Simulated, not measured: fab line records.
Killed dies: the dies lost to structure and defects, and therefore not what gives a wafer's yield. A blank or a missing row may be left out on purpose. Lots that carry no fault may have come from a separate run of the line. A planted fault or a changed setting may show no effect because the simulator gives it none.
fab line records	flow n5Finfet
record lots=24	wafers=72	lastDay=18
route steps=1938 shown BEOL_M1@819 BEOL_M2@855
lots that met no fault: taken from a fault-free run of the same line
startH: start of the lot's first displayed wafer, in hours after the record's first day	waitH: hours elapsed since this lot's preceding step	" unchanged from the row above	L1.1+2: one row covering several wafers at once	- either no value or no given start	* or withheld: withheld	< > ~ a bound
route shown NAME@n: NAME is a module with steps in the file, n the number in the route of the first one	usual: mean/standard deviation taken from wafers without a fault	same: alike in all rows	chamber/n: place in a boat	sites: readings site by site	_std_site: standard deviation across them	_edge_site: outer sites' mean less inner sites'	radiusMm: how far each site lies from the wafer's centre	mask NAME#n: copy n	behind: the most recent tool/chamber to have shaped the wafer	hold: cause of the lot's hold/its duration in hours/its outcome	device: which transistor (n, p or np) failed to switch	end of line: the route-end tests of the same wafers	a step given without rows: its recipe and nothing more	killed: count of dies lost to structure and defects at first sort (not the wafer's yield)	map: a wafer's dies, x killed, . not, _ none there
set.NAME: the setting that was run; set.NAME@STEP: the one run at that earlier step	model.NAME: the simulator's own value behind a step, which no gauge read
the route's steps for a sample of lots (tables are steps, rows are wafers)
services: the hour from which a tool's chamber was out of use, counted from the record's first day as startH (under 0 if before that day), plus the number of hours and why
## steps
# step N5_BEOL_M1_ANNEAL_82
# recipe tempC=400	timeS=240	ambient=vacuum
# usual heaterPowerW=816/95
lot.wafer	tool	chamber	startH	waitH	heaterPowerW
L074.1	pvdSputter-01	-	143.53	0.0	719
L074.2	"	-	"	"	920
L074.3	"	-	"	"	627
L075.1	pvdSputter-02	-	149.94	0.0	765
L075.5	"	-	"	"	791
L075.6	"	-	"	"	763
L077.1	pvdSputter-02	-	151.78	0.0	776
L077.5	"	-	"	"	786
L077.6	"	-	"	"	775
L078.3	pvdSputter-01	-	154.78	0.0	946
L078.4	"	-	"	"	616
L078.6	"	-	"	"	733
L076.1	pvdSputter-03	-	156.17	0.0	896
L076.3	"	-	"	"	867
L076.4	"	-	"	"	913
L079.2	pvdSputter-02	-	159.10	0.0	904
L079.3	"	-	"	"	722
L079.4	"	-	"	"	756
L080.1	pvdSputter-02	-	161.83	0.0	755
L080.3	"	-	"	"	708
L080.5	"	-	"	"	795
L081.1	pvdSputter-03	-	175.98	0.0	841
L081.4	"	-	"	"	876
L081.6	"	-	"	"	843
L083.2	pvdSputter-01	-	184.55	0.0	600
L083.5	"	-	"	"	716
L083.6	"	-	"	"	936
L082.1	pvdSputter-01	-	187.38	0.0	621
L082.4	"	-	"	"	937
L082.5	"	-	"	"	619
L084.1	pvdSputter-02	-	194.28	0.0	902
L084.4	"	-	"	"	753
L084.5	"	-	"	"	746
L085.1	pvdSputter-03	-	198.01	0.0	847
L085.4	"	-	"	"	824
L085.6	"	-	"	"	799
L086.1	pvdSputter-01	-	199.90	0.0	621
L086.4	"	-	"	"	705
L086.5	"	-	"	"	608
L087.3	pvdSputter-03	-	208.73	0.0	809
L087.4	"	-	"	"	881
L087.6	"	-	"	"	919
L088.1	pvdSputter-02	-	227.08	0.0	796
L088.2	"	-	"	"	884
L088.6	"	-	"	"	800
L089.1	pvdSputter-03	-	227.14	0.0	853
L089.2	"	-	"	"	847
L089.4	"	-	"	"	833
L090.1	pvdSputter-03	-	230.21	0.0	864
L090.2	"	-	"	"	825
L090.3	"	-	"	"	895
L092.1	pvdSputter-03	-	237.18	0.0	814
L092.2	"	-	"	"	912
L092.3	"	-	"	"	839
L091.1	pvdSputter-01	-	244.45	0.0	628
L091.4	"	-	"	"	963
L091.6	"	-	"	"	919
L093.3	pvdSputter-03	-	248.51	0.0	822
L093.4	"	-	"	"	868
L093.6	"	-	"	"	889
L094.1	pvdSputter-02	-	251.32	0.0	894
L094.4	"	-	"	"	767
L094.6	"	-	"	"	708
L095.2	pvdSputter-02	-	253.16	0.0	733
L095.3	"	-	"	"	795
L095.6	"	-	"	"	753
L096.1	pvdSputter-01	-	258.05	0.0	902
L096.2	"	-	"	"	940
L096.5	"	-	"	"	723
L097.1	pvdSputter-01	-	285.23	0.0	946
L097.4	"	-	"	"	963
L097.6	"	-	"	"	619
# step N5_BEOL_M1_ANNEAL_87
# recipe tempC=400	timeS=240	ambient=vacuum
# usual heaterPowerW=815/97
lot.wafer	tool	chamber	startH	waitH	heaterPowerW
L074.1	pvdSputter-01	-	143.75	0.0	733
L074.2	"	-	"	"	893
L074.3	"	-	"	"	615
L075.1	pvdSputter-02	-	150.16	0.0	760
L075.5	"	-	"	"	805
L075.6	"	-	"	"	751
L077.1	pvdSputter-02	-	152.00	0.0	797
L077.5	"	-	"	"	786
L077.6	"	-	"	"	756
L078.3	pvdSputter-01	-	155.00	0.0	906
L078.4	"	-	"	"	609
L078.6	"	-	"	"	715
L076.1	pvdSputter-03	-	156.39	0.0	891
L076.3	"	-	"	"	847
L076.4	"	-	"	"	910
L079.2	pvdSputter-02	-	159.32	0.0	922
L079.3	"	-	"	"	708
L079.4	"	-	"	"	764
L080.1	pvdSputter-02	-	162.05	0.0	754
L080.3	"	-	"	"	729
L080.5	"	-	"	"	780
L081.1	pvdSputter-03	-	176.20	0.0	838
L081.4	"	-	"	"	893
L081.6	"	-	"	"	833
L083.2	pvdSputter-01	-	184.77	0.0	623
L083.5	"	-	"	"	716
L083.6	"	-	"	"	946
L082.1	pvdSputter-01	-	187.60	0.0	599
L082.4	"	-	"	"	921
L082.5	"	-	"	"	628
L084.1	pvdSputter-02	-	194.50	0.0	897
L084.4	"	-	"	"	741
L084.5	"	-	"	"	763
L085.1	pvdSputter-03	-	198.23	0.0	867
L085.4	"	-	"	"	841
L085.6	"	-	"	"	808
L086.1	pvdSputter-01	-	200.12	0.0	608
L086.4	"	-	"	"	708
L086.5	"	-	"	"	624
L087.3	pvdSputter-03	-	208.95	0.0	837
L087.4	"	-	"	"	878
L087.6	"	-	"	"	908
L088.1	pvdSputter-02	-	227.30	0.0	772
L088.2	"	-	"	"	916
L088.6	"	-	"	"	771
L089.1	pvdSputter-03	-	227.36	0.0	834
L089.2	"	-	"	"	879
L089.4	"	-	"	"	828
L090.1	pvdSputter-03	-	230.43	0.0	819
L090.2	"	-	"	"	824
L090.3	"	-	"	"	902
L092.1	pvdSputter-03	-	237.40	0.0	824
L092.2	"	-	"	"	897
L092.3	"	-	"	"	853
L091.1	pvdSputter-01	-	244.67	0.0	606
L091.4	"	-	"	"	931
L091.6	"	-	"	"	904
L093.3	pvdSputter-03	-	248.73	0.0	830
L093.4	"	-	"	"	886
L093.6	"	-	"	"	857
L094.1	pvdSputter-02	-	251.54	0.0	900
L094.4	"	-	"	"	780
L094.6	"	-	"	"	720
L095.2	pvdSputter-02	-	253.38	0.0	715
L095.3	"	-	"	"	795
L095.6	"	-	"	"	764
L096.1	pvdSputter-01	-	258.27	0.0	943
L096.2	"	-	"	"	950
L096.5	"	-	"	"	722
L097.1	pvdSputter-01	-	285.45	0.0	913
L097.4	"	-	"	"	961
L097.6	"	-	"	"	613
# step N5_BEOL_M1_SPUTTER_88
# recipe material=Cu	targetThkA=45	tempC=-20	chamberPressurePa=0.07	powerW=withheld	timeS=8.29
# usual chamberPressurePa=0.07001/0.00014	throttleValvePct=30.1/1.1
lot.wafer	tool	chamber	startH	waitH	chamberPressurePa	throttleValvePct
L074.1	pvdSputter-01	-	143.89	0.1	0.06971	32.2
L074.2	"	-	"	"	0.06992	29.7
L074.3	"	-	"	"	0.06978	30.0
L075.1	pvdSputter-02	-	150.30	0.1	0.07003	30.7
L075.5	"	-	"	"	0.06976	28.4
L075.6	"	-	"	"	0.06987	30.7
L077.1	pvdSputter-02	-	152.14	0.1	0.06993	28.2
L077.5	"	-	"	"	0.06996	28.4
L077.6	"	-	"	"	0.07013	30.7
L078.3	pvdSputter-01	-	155.14	0.1	0.06978	29.7
L078.4	"	-	"	"	0.06974	29.8
L078.6	"	-	"	"	0.06994	32.2
L076.1	pvdSputter-03	-	156.53	0.1	0.07006	30.6
L076.3	"	-	"	"	0.06978	28.3
L076.4	"	-	"	"	0.07009	30.5
L079.2	pvdSputter-02	-	159.46	0.1	0.07012	31.4
L079.3	"	-	"	"	0.06977	29.7
L079.4	"	-	"	"	0.0702	30.9
L080.1	pvdSputter-02	-	162.19	0.1	0.07006	30.5
L080.3	"	-	"	"	0.07013	29.5
L080.5	"	-	"	"	0.06994	28.2
L081.1	pvdSputter-03	-	176.34	0.1	0.06998	31.2
L081.4	"	-	"	"	0.06993	28.9
L081.6	"	-	"	"	0.06996	31.2
L083.2	pvdSputter-01	-	184.91	0.1	0.06998	29.7
L083.5	"	-	"	"	0.07004	31.9
L083.6	"	-	"	"	0.06978	29.5
L082.1	pvdSputter-01	-	187.74	0.1	0.07029	30.1
L082.4	"	-	"	"	0.07018	29.7
L082.5	"	-	"	"	0.07013	29.8
L084.1	pvdSputter-02	-	194.64	0.1	0.06996	30.8
L084.4	"	-	"	"	0.06996	30.6
L084.5	"	-	"	"	0.0702	30.5
L085.1	pvdSputter-03	-	198.37	0.1	0.06989	28.5
L085.4	"	-	"	"	0.07009	31.5
L085.6	"	-	"	"	0.0701	29.8
L086.1	pvdSputter-01	-	200.26	0.1	0.06988	29.8
L086.4	"	-	"	"	0.0701	31.9
L086.5	"	-	"	"	0.06995	30.2
L087.3	pvdSputter-03	-	209.09	0.1	0.06997	29.9
L087.4	"	-	"	"	0.07005	28.6
L087.6	"	-	"	"	0.06982	30.4
L088.1	pvdSputter-02	-	227.44	0.1	0.06995	28.5
L088.2	"	-	"	"	0.07007	31.0
L088.6	"	-	"	"	0.06971	28.1
L089.1	pvdSputter-03	-	227.50	0.1	0.06983	31.4
L089.2	"	-	"	"	0.07011	28.5
L089.4	"	-	"	"	0.07003	30.3
L090.1	pvdSputter-03	-	230.57	0.1	0.06992	31.4
L090.2	"	-	"	"	0.06975	30.0
L090.3	"	-	"	"	0.07002	30.2
L092.1	pvdSputter-03	-	237.54	0.1	0.06982	29.9
L092.2	"	-	"	"	0.06989	30.5
L092.3	"	-	"	"	0.07022	28.4
L091.1	pvdSputter-01	-	244.81	0.1	0.07018	30.0
L091.4	"	-	"	"	0.06999	29.4
L091.6	"	-	"	"	0.07007	30.0
L093.3	pvdSputter-03	-	248.87	0.1	0.06979	31.5
L093.4	"	-	"	"	0.07035	28.6
L093.6	"	-	"	"	0.07019	28.6
L094.1	pvdSputter-02	-	251.68	0.1	0.07017	31.0
L094.4	"	-	"	"	0.06998	28.3
L094.6	"	-	"	"	0.07014	29.8
L095.2	pvdSputter-02	-	253.52	0.1	0.07006	29.8
L095.3	"	-	"	"	0.07018	28.2
L095.6	"	-	"	"	0.06974	30.6
L096.1	pvdSputter-01	-	258.41	0.1	0.07002	29.5
L096.2	"	-	"	"	0.0699	29.5
L096.5	"	-	"	"	0.06976	31.6
L097.1	pvdSputter-01	-	285.59	0.1	0.07009	29.7
L097.4	"	-	"	"	0.06985	29.5
L097.6	"	-	"	"	0.06999	30.0
# step N5_BEOL_M1_CMP_52
# recipe stopOn=SiOC	tOverpolishS=6.8	downForcePsi=1	platenRpm=50	clearingPlatenDownForcePsi=1.5	clearingPlatenRpm=50	postCmpClean=cuAlkaline	targetThkNm=40	clearingPlatenPadVelocityMS=0.99484	padVelocityMS=0.99484
# usual barrierFieldEndpointS=24.5/0.53	motorCurrentA=6.2/0.69	overpolishRunS=6.799/0.0091	padLifeWafers=920/700	retainingRingPressureFrac=1.000/0.0046	timeToEndpointS=62.0/2.7
lot.wafer	tool	chamber	startH	waitH	barrierFieldEndpointS	motorCurrentA	overpolishRunS	padLifeWafers	retainingRingPressureFrac	timeToEndpointS
L074.3	cmp-03	1	145.27	0.2	24.1	5.6	6.802	1998	1.006	59.3
L074.1	"	2	"	"	25.4	6.3	6.782	1999	1.000	64.7
L074.2	"	3	"	"	24.3	7.6	6.816	2000	0.993	62.0
L075.1	cmp-01	3	151.75	0.3	25.0	6.3	6.785	1154	0.996	66.3
L075.6	"	1	"	"	24.8	6.2	6.796	-	0.996	61.4
L075.5	"	2	"	"	24.7	5.8	6.796	-	0.994	64.5
L077.1	cmp-02	2	153.55	0.3	23.9	5.3	6.800	1459	0.998	59.4
L077.6	"	1	"	"	24.3	6.5	6.808	-	0.994	60.8
L077.5	"	2	"	"	23.8	5.3	6.799	-	1.000	57.0
L078.3	cmp-03	3	156.59	0.2	25.5	7.7	6.809	20	1.003	61.4
L078.4	"	0	"	"	24.3	6.0	6.819	21	0.999	57.7
L078.6	"	2	"	"	25.0	6.6	6.805	-	1.001	59.7
L076.4	cmp-02	0	157.99	0.1	24.1	5.2	6.785	1500	1.002	60.6
L076.3	"	1	"	"	23.7	6.2	6.804	1501	0.998	61.1
L076.1	"	3	"	"	24.8	5.5	6.804	1503	1.001	64.3
L079.3	cmp-01	3	161.61	0.9	24.9	6.2	6.796	1260	0.996	66.1
L079.4	"	1	"	"	25.3	6.2	6.798	1262	0.999	62.6
L079.2	"	2	"	"	24.5	5.6	6.803	1263	0.998	65.6
L080.1	cmp-03	2	163.62	0.3	24.4	6.5	6.804	67	0.996	60.3
L080.3	"	0	"	"	24.1	5.7	6.800	69	1.010	60.4
L080.5	"	2	"	"	24.1	6.3	6.809	-	0.996	59.5
L081.4	cmp-01	3	177.72	0.1	24.4	6.2	6.794	1374	0.990	60.7
L081.1	"	0	"	"	25.0	5.9	6.801	1375	1.003	62.0
L081.6	"	0	"	"	25.1	5.8	6.801	-	0.999	59.8
L083.2	cmp-03	3	186.32	0.2	24.5	7.6	6.798	235	1.001	60.8
L083.5	"	2	"	"	25.1	6.4	6.805	-	0.997	63.6
L083.6	"	3	"	"	24.4	7.7	6.802	-	1.000	58.8
L082.1	cmp-03	3	189.15	0.3	24.3	7.7	6.800	265	1.001	59.4
L082.4	"	0	"	"	24.9	5.6	6.810	266	1.000	59.7
L082.5	"	2	"	"	24.2	6.2	6.792	-	0.999	60.6
L084.1	cmp-01	0	196.05	0.3	24.7	6.0	6.800	1531	1.001	67.1
L084.4	"	2	"	"	25.2	5.7	6.780	1533	0.988	65.6
L084.5	"	3	"	"	25.6	6.7	6.789	-	1.005	65.5
L085.1	cmp-03	2	199.82	0.3	24.3	6.2	6.798	366	0.992	62.7
L085.4	"	0	"	"	24.8	5.9	6.808	368	0.996	60.9
L085.6	"	2	"	"	25.0	6.4	6.789	-	0.998	61.2
L086.4	cmp-03	1	201.80	0.2	24.7	5.5	6.800	379	1.004	58.8
L086.1	"	3	"	"	25.0	7.9	6.787	381	0.991	63.6
L086.5	"	0	"	"	24.9	5.6	6.817	-	1.000	61.2
L087.3	cmp-01	2	210.63	0.2	24.5	5.6	6.794	1646	1.002	60.7
L087.4	"	3	"	"	24.4	6.0	6.800	1647	1.003	63.3
L087.6	"	0	"	"	24.3	5.9	6.806	-	1.000	62.9
L089.4	cmp-01	3	228.87	0.1	25.6	6.0	6.795	1782	0.998	64.7
L089.2	"	0	"	"	24.8	6.0	6.809	1783	1.000	62.3
L089.1	"	2	"	"	24.3	5.6	6.803	1785	1.003	61.4
L088.1	cmp-03	2	229.08	0.5	24.1	6.4	6.810	600	1.001	62.8
L088.2	"	3	"	"	24.0	8.2	6.802	601	0.998	59.0
L088.6	"	3	"	"	24.3	7.7	6.811	-	1.001	61.7
L090.2	cmp-03	0	232.41	0.2	24.4	5.8	6.803	630	1.005	64.3
L090.3	"	1	"	"	23.7	5.8	6.792	631	0.996	60.1
L090.1	"	3	"	"	23.8	8.0	6.810	633	1.007	61.6
L092.3	cmp-02	1	238.92	0.2	23.7	6.3	6.813	2070	0.991	58.5
L092.2	"	2	"	"	23.5	5.4	6.800	2071	1.000	56.9
L092.1	"	0	"	"	23.5	5.4	6.791	2073	0.987	59.1
L091.1	cmp-03	1	246.18	0.3	25.4	5.7	6.801	738	1.005	63.9
L091.4	"	3	"	"	25.3	8.2	6.788	740	0.993	64.1
L091.6	"	2	"	"	24.9	6.6	6.791	-	1.000	66.5
L093.4	cmp-03	0	250.30	0.2	24.8	5.6	6.801	781	0.995	65.0
L093.3	"	1	"	"	23.7	5.8	6.796	782	0.999	62.3
L093.6	"	3	"	"	24.9	7.7	6.820	-	1.008	63.6
L094.1	cmp-02	2	253.13	0.3	24.1	5.3	6.811	20	1.003	60.4
L094.4	"	3	"	"	24.1	5.6	6.827	21	1.000	62.9
L094.6	"	0	"	"	24.2	5.4	6.790	-	0.995	60.4
L095.3	cmp-02	1	255.18	0.3	23.6	6.4	6.796	36	1.006	59.0
L095.2	"	0	"	"	24.0	5.3	6.800	39	1.002	58.9
L095.6	"	1	"	"	24.4	6.5	6.805	-	1.006	59.5
L096.1	cmp-01	3	259.82	0.3	23.8	6.4	6.777	2041	1.002	60.9
L096.2	"	0	"	"	24.4	5.9	6.804	2042	0.991	63.9
L096.5	"	3	"	"	24.4	6.3	6.794	-	1.008	60.7
L097.4	cmp-01	3	287.00	0.2	25.0	6.5	6.808	121	0.998	66.5
L097.1	"	1	"	"	24.6	5.8	6.791	123	1.004	63.9
L097.6	"	2	"	"	24.8	5.6	6.795	-	0.994	66.1
# step N5_BEOL_M1_RS_MEAS_58
# recipe thkMeasGauge=four-point-probe	reads=Co_of_BEOL_M1_CO_CAP_55+Cu_of_BEOL_M1_ECD_50+Co_of_BEOL_M1_CVD_47+TaN_of_BEOL_M1_ALD_84
# usual M1_RS=0.671/0.028
lot.wafer	tool	chamber	startH	waitH	M1_RS[ohm/sq]
L074.1	filmMetro-02	-	145.85	0.1	0.668
L074.2	"	-	"	"	0.649
L074.3	"	-	"	"	0.709
L075.1	filmMetro-01	-	152.23	0.0	0.685
L075.5	"	-	"	"	0.650
L075.6	"	-	"	"	0.651
L077.1	filmMetro-02	-	154.07	0.0	0.723
L077.5	"	-	"	"	0.668
L077.6	"	-	"	"	0.675
L078.3	filmMetro-01	-	157.07	0.1	0.698
L078.4	"	-	"	"	0.696
L078.6	"	-	"	"	0.670
L076.1	filmMetro-02	-	158.55	0.0	0.704
L076.3	"	-	"	"	0.673
L076.4	"	-	"	"	0.656
L079.2	filmMetro-02	-	162.40	0.1	0.646
L079.3	"	-	"	"	0.649
L079.4	"	-	"	"	0.629
L080.1	filmMetro-01	-	164.14	0.0	0.644
L080.3	"	-	"	"	0.678
L080.5	"	-	"	"	0.638
L081.1	filmMetro-01	-	178.39	0.0	0.661
L081.4	"	-	"	"	0.648
L081.6	"	-	"	"	0.644
L083.2	filmMetro-01	-	186.84	0.1	0.718
L083.5	"	-	"	"	0.685
L083.6	"	-	"	"	0.687
L082.1	filmMetro-01	-	189.67	0.0	0.668
L082.4	"	-	"	"	0.651
L082.5	"	-	"	"	0.637
L084.1	filmMetro-01	-	196.57	0.1	0.639
L084.4	"	-	"	"	0.655
L084.5	"	-	"	"	0.635
L085.1	filmMetro-01	-	200.38	0.0	0.660
L085.4	"	-	"	"	0.675
L085.6	"	-	"	"	0.621
L086.1	filmMetro-02	-	202.51	0.0	0.710
L086.4	"	-	"	"	0.678
L086.5	"	-	"	"	0.640
L087.3	filmMetro-01	-	211.11	0.1	0.685
L087.4	"	-	"	"	0.627
L087.6	"	-	"	"	0.628
L089.1	filmMetro-01	-	229.43	0.0	0.682
L089.2	"	-	"	"	0.640
L089.4	"	-	"	"	0.685
L088.1	filmMetro-02	-	229.64	0.0	0.721
L088.2	"	-	"	"	0.664
L088.6	"	-	"	"	0.660
L090.1	filmMetro-02	-	232.96	0.0	0.671
L090.2	"	-	"	"	0.713
L090.3	"	-	"	"	0.694
L092.1	filmMetro-02	-	239.48	0.1	0.712
L092.2	"	-	"	"	0.694
L092.3	"	-	"	"	0.695
L091.1	filmMetro-02	-	246.73	0.0	0.664
L091.4	"	-	"	"	0.615
L091.6	"	-	"	"	0.650
L093.3	filmMetro-02	-	250.82	0.1	0.751
L093.4	"	-	"	"	0.680
L093.6	"	-	"	"	0.710
L094.1	filmMetro-02	-	253.62	0.1	0.744
L094.4	"	-	"	"	0.674
L094.6	"	-	"	"	0.667
L095.2	filmMetro-02	-	255.74	0.1	0.730
L095.3	"	-	"	"	0.641
L095.6	"	-	"	"	0.636
L096.1	filmMetro-02	-	260.35	0.0	0.691
L096.2	"	-	"	"	0.694
L096.5	"	-	"	"	0.671
L097.1	filmMetro-02	-	287.51	0.0	0.671
L097.4	"	-	"	"	0.634
L097.6	"	-	"	"	0.635
# step N5_BEOL_M2_OVL_MEAS_12
# recipe pointsPerWafer=522
# usual M2_OVL=-0.3/0.7
lot.wafer	tool	chamber	startH	waitH	M2_OVL[nm]
L074.1	overlay-01	0	146.76	0.0	-0.4
L074.2	"	0	"	"	-0.2
L074.3	"	0	"	"	-0.3
L075.1	overlay-02	0	153.53	0.0	0.5
L075.5	"	0	"	"	-0.4
L075.6	"	0	"	"	-0.6
L077.1	overlay-02	0	156.61	0.0	-0.6
L077.5	"	0	"	"	0.7
L077.6	"	0	"	"	0.4
L078.3	overlay-01	0	158.36	0.0	-0.6
L078.4	"	0	"	"	-0.6
L078.6	"	0	"	"	-0.2
L076.1	overlay-01	0	160.05	0.0	0.2
L076.3	"	0	"	"	-0.6
L076.4	"	0	"	"	-0.4
L079.2	overlay-01	0	164.15	0.0	-0.2
L079.3	"	0	"	"	0.9
L079.4	"	0	"	"	0.5
L080.1	overlay-01	0	165.26	0.0	-0.1
L080.3	"	0	"	"	-0.4
L080.5	"	0	"	"	0.0
L081.1	overlay-02	0	181.87	0.0	-0.1
L081.4	"	0	"	"	0.9
L081.6	"	0	"	"	0.8
L083.2	overlay-01	0	189.22	0.0	0.2
L083.5	"	0	"	"	0.0
L083.6	"	0	"	"	0.0
L082.1	overlay-01	0	192.73	0.0	0.4
L082.4	"	0	"	"	-0.3
L082.5	"	0	"	"	-0.6
L084.1	overlay-01	0	197.22	0.0	0.3
L084.4	"	0	"	"	-0.3
L084.5	"	0	"	"	0.6
L085.1	overlay-02	0	201.56	0.0	-0.7
L085.4	"	0	"	"	-1.1
L085.6	"	0	"	"	-0.1
L086.1	overlay-02	0	207.44	0.0	-0.9
L086.4	"	0	"	"	0.6
L086.5	"	0	"	"	-1.0
L087.3	overlay-01	0	214.68	0.0	-0.1
L087.4	"	0	"	"	0.2
L087.6	"	0	"	"	-0.1
L089.1	overlay-01	0	231.19	0.0	-1.0
L089.2	"	0	"	"	-1.7
L089.4	"	0	"	"	-1.6
L088.1	overlay-01	0	231.36	0.0	-0.4
L088.2	"	0	"	"	0.0
L088.6	"	0	"	"	0.1
L090.1	overlay-01	0	236.31	0.0	-0.5
L090.2	"	0	"	"	-1.1
L090.3	"	0	"	"	-0.7
L092.1	overlay-01	0	240.26	0.0	0.4
L092.2	"	0	"	"	-0.5
L092.3	"	0	"	"	0.3
L091.1	overlay-02	0	247.65	0.0	-0.8
L091.4	"	0	"	"	-1.7
L091.6	"	0	"	"	-1.4
L093.3	overlay-01	0	251.55	0.0	0.6
L093.4	"	0	"	"	0.1
L093.6	"	0	"	"	-1.1
L094.1	overlay-02	0	254.26	0.0	-1.5
L094.4	"	0	"	"	-0.9
L094.6	"	0	"	"	-0.6
L095.2	overlay-01	0	257.32	0.0	-1.0
L095.3	"	0	"	"	-0.3
L095.6	"	0	"	"	-1.0
L096.1	overlay-02	0	261.96	0.0	-0.6
L096.2	"	0	"	"	0.4
L096.5	"	0	"	"	-0.8
L097.1	overlay-02	0	289.33	0.0	0.1
L097.4	"	0	"	"	-0.5
L097.6	"	0	"	"	-0.3
## services
tool	chamber	startH	hours	kind
cmp-03	-	122.34	0.2	repair
pvdSputter-03	-	123.26	7.9	repair
pvdSputter-02	-	137.70	5.1	repair
cmp-01	-	139.81	3.7	pm
cmp-03	-	150.85	4.0	pm
cmp-03	-	154.85	-	consumableReplace:conditioner
cmp-03	-	154.85	-	consumableReplace:pad
cmp-02	-	160.82	0.3	repair
cmp-01	-	182.05	0.7	repair
cmp-02	-	205.70	5.9	pm
cmp-03	-	243.11	0.5	repair
cmp-01	-	247.09	1.8	repair
cmp-02	-	247.15	4.0	pm
cmp-02	-	251.15	-	consumableReplace:conditioner
cmp-02	-	251.15	-	consumableReplace:pad
cmp-02	-	256.86	1.4	repair
cmp-01	-	268.50	4.0	pm
pvdSputter-03	-	271.86	1.3	repair
cmp-01	-	272.50	-	consumableReplace:conditioner
cmp-01	-	272.50	-	consumableReplace:pad
cmp-01	-	279.79	0.9	repair
## key
fault none
